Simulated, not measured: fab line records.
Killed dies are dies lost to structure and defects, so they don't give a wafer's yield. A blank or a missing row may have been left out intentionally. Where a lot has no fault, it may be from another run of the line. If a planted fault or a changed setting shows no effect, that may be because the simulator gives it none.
Lot-split experiment | flow n5 finfet | 21 wafers read across 7 lots, on a route 1938 steps long

## ON THE SPLIT
At N5_SDB_COAT_03 (time 60 s, resist thk 100 nm), the setting spin rpm was moved away from the recipe's 1500 rpm on 7 of the 21 wafers read, by -10.7% to +9.1%. This setting was run at the recipe's value on the other wafers.

## FROM THE SPLIT TO THE READING: what the file shows between them, 7 steps
- N5_SDB_COAT_04: time 60 s, resist thk 18 nm
- N5_SDB_COAT_05: resist thk 90 nm
- N5_SDB_DESCUM_16: chemistry O2, time 7.9 s
- N5_SDB_ETCH_17: etches SiARC in CF4, target depth 23.4 nm, time 39 s
- N5_SDB_ETCH_18: etches SOC in N2/H2, target depth 100 nm, overetch 20 nm, time 150 s
- N5_SDB_STRIP_19: strips in N2/H2
- N5_SDB_STRIP_21: strips in CF4

## THE READING
SOC_of_SDB_COAT_03.thk nm (the simulator's own value, which no gauge read), in nm, at N5_SDB_HM_OPEN_20 (chemistry CH3F/O2, target SiNx, stops on poly-Si, target depth 24 nm). The file gives no usual value for it. Here, 14 wafers ran the recipe; their average is 84.4 nm with a standard deviation of 0.54 nm.

wafer  | tool, chamber at the split | spin rpm as run, rpm | against the recipe | SOC_of_SDB_COAT_03.thk nm, nm | against lot-mates on the recipe
L080.2 | litho track-03, 0          | 1500                 | recipe             | 85.2                          | -
L080.3 | litho track-03, 0          | 1500                 | recipe             | 85.4                          | -
L080.4 | litho track-03, 0          | 1500                 | recipe             | 85.4                          | -
L081.1 | litho track-03, 0          | 1500                 | recipe             | 84.4                          | -
L081.4 | litho track-03, 0          | 1339                 | -10.7%             | 89.6                          | +5.3
L081.5 | litho track-03, 0          | 1500                 | recipe             | 84.2                          | -
L085.1 | litho track-02, 0          | 1500                 | recipe             | 83.8                          | -
L085.2 | litho track-02, 0          | 1500                 | recipe             | 84                            | -
L085.5 | litho track-02, 0          | 1500                 | recipe             | 84.2                          | -
L086.2 | litho track-04, 0          | 1408                 | -6.1%              | 87                            | +3.1
L086.4 | litho track-04, 0          | 1500                 | recipe             | 84.2                          | -
L086.6 | litho track-04, 0          | 1500                 | recipe             | 83.6                          | -
L088.3 | litho track-03, 0          | 1623                 | +8.2%              | 80.8                          | -3.8
L088.4 | litho track-03, 0          | 1500                 | recipe             | 84.8                          | -
L088.5 | litho track-03, 0          | 1500                 | recipe             | 84.4                          | -
L089.3 | litho track-03, 0          | 1500                 | recipe             | 84.4                          | -
L089.4 | litho track-03, 0          | 1637                 | +9.1%              | 80                            | -4.4
L089.6 | litho track-03, 0          | 1637                 | +9.1%              | 80.2                          | -4.2
L097.1 | litho track-04, 0          | 1430                 | -4.7%              | 86.4                          | +2.2
L097.3 | litho track-04, 0          | 1500                 | recipe             | 84.2                          | -
L097.6 | litho track-04, 0          | 1430                 | -4.7%              | 86.6                          | +2.4

THE FIT
A straight line over all 21 wafers: SOC_of_SDB_COAT_03.thk nm changes by -0.463 nm for each +1% of spin rpm; r = -0.98; the points scatter about the line by 0.48 nm.
The same after taking each lot's own level away (the mean of its wafers on the recipe; 21 wafers): -0.481 nm for each +1%; r = -1.00; scatter 0.16 nm.
Per that fit: largest spin rpm move, reading shift of 5.2 nm.
From 83.90 to 85.33 nm: that is the span of the lots' own levels, equal to 2.7 times the standard deviation above.
The two slopes agree, so the slope changes little with the lot-to-lot level.
Check: for one of the wafers moved furthest among these (-10.7%), held out of the fit, the line's prediction against its lot-mates is +5.15 nm. Against them it came out at +5.3 nm.

## THE OTHER SPLITS THESE WAFERS WENT THROUGH
Before the reading, these wafers also passed through other splits. Each is held against what the fit with the lots' levels taken away leaves over:
other split on the same wafers | wafers away from the commonest value | r with SOC_of_SDB_COAT_03.thk nm (lot level and that fit taken away)
N5_DUMMY_GATE_PECVD_30 time s  | 5                                    | -0.07
N5_SD_EPI_N_EPI_21 temp c      | 10                                   | +0.24
N5_SD_EPI_P_COAT_34 spin rpm   | 9                                    | +0.26
N5_ILD0_CMP_03 down force psi  | 5                                    | +0.16

## THE WHOLE CHAIN: every reading that the file lists as answering this split, in the file's order
step              | what it does                                                         | reading                                                                    | change (the file's fit)               | r (the file's)
N5_SDB_COAT_03    | time 60 s, resist thk 100 nm                                         | SOC_of_SDB_COAT_03.thk nm (the simulator's own value, which no gauge read) | -0.486 nm for each +1% of the setting | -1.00
N5_SDB_ETCH_18    | etches SOC in N2/H2, target depth 100 nm, overetch 20 nm, time 150 s | etch.depth nm (the simulator's own value, which no gauge read)             | -0.486 nm for each +1% of the setting | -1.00
N5_SDB_HM_OPEN_20 | chemistry CH3F/O2, target SiNx, stops on poly-Si, target depth 24 nm | SOC_of_SDB_COAT_03.thk nm (the simulator's own value, which no gauge read) | -0.483 nm for each +1% of the setting | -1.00
N5_SDB_STRIP_22   | strips in N2/H2                                                      | strip time to endpoint s                                                   | withheld for each +1% of the setting  | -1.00

## FILE'S OWN FIT
SOC_of_SDB_COAT_03.thk nm changes by -0.483 nm for each +1% of spin rpm, r = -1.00.
